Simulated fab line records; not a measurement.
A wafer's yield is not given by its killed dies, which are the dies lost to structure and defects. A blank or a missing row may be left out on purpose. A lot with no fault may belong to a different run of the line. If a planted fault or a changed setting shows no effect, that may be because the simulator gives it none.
Chamber matching	flow nand-harc	NHARC_A_STAIRCASE_DEP_301 on pecvd-01 has 3 sister chambers
The step deposits SiON, target thk 30 nm. 3 wafers are shown with their chamber, then 8 later ones without.

== EACH WAFER AND ITS CHAMBER ==
wafer	chamber	susceptor-temp-C (C)
L094.1	1	399.83
L094.2	2	399.81
L095.2	0	400.14

== WAFERS WHOSE CHAMBER IS MISSING ==
wafer	susceptor-temp-C (C)
L095.5	400.09
L095.6	399.98
L096.1	399.93
L096.3	400.03
L096.5	399.70
L097.1	400.12
L097.5	399.92
L097.6	399.70

== WHICH CHAMBER EACH WENT THROUGH ==
wafer	from the rows above	in truth
L095.5	0	0
L095.6	can't be placed: 1 or 0 or 2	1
L096.1	can't be placed: 1 or 2 or 0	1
L096.3	can't be placed: 0 or 1 or 2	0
L096.5	can't be placed: 2 or 1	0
L097.1	0	0
L097.5	can't be placed: 1 or 2 or 0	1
L097.6	can't be placed: 2 or 1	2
Placed correctly: 2 of 8. From these rows, 6 cannot be placed; in 5 the true chamber is one of the candidates. 0 placed wrongly.
How it was worked out, from the rows above alone: a wafer's distance from a chamber is the root of the sum, over the readings, of the square of ((its reading less the chamber's mean) divided by the reading's scatter). The wafer belongs to the nearest chamber; if the next one is less than 2 further off, it can't be placed. For every chamber, the mean is computed from those of its wafers that are shown. The scatter: root of mean squared gap, hidden wafer to nearest shown wafer, with one shown wafer a chamber.
